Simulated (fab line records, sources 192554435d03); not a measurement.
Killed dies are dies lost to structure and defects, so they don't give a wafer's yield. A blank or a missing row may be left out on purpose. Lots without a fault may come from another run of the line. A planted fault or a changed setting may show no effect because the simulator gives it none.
Chamber matching | flow n5_finfet | N5_FIN_CUT_DESCUM_13 on rie_diel-02: 4 sister chambers
The step chemistry O2, time 7 s. 4 wafers are shown with their chamber, then 7 later ones without.

WAFERS WITH THEIR CHAMBER
wafer  | chamber | showerhead_plenum_p_Torr (Torr)
L084.2 | 2       | 2.10
L084.3 | 1       | 2.02
L086.1 | 0       | 2.16
L086.3 | 3       | 2.14

WAFERS WITHOUT THEIR CHAMBER
wafer  | showerhead_plenum_p_Torr (Torr)
L086.5 | 2.02
L087.3 | 2.14
L087.4 | 2.02
L087.5 | 2.14
L090.1 | 2.14
L090.2 | 2.01
L090.3 | 2.16

WHICH CHAMBER EACH WENT THROUGH
wafer  | from the rows above | in truth
L086.5 | 1                   | 1
L087.3 | 3                   | 3
L087.4 | 1                   | 1
L087.5 | 3                   | 3
L090.1 | 3                   | 3
L090.2 | 1                   | 1
L090.3 | 0                   | 0
Placed correctly: 7 of 7. Can't be placed from these rows: 0. Placed wrongly: 0.
How it was worked out, from the rows above alone: a wafer's distance from a chamber is the root of the sum, over the readings, of the square of ((its reading less the chamber's mean) divided by the reading's scatter). The wafer belongs to the nearest chamber; if the next one is less than 2 further off, it can't be placed. A chamber's mean is the mean of its shown wafers. The scatter: with one shown wafer a chamber, the root of the mean of the squares of how far each hidden wafer lies from its nearest shown one.
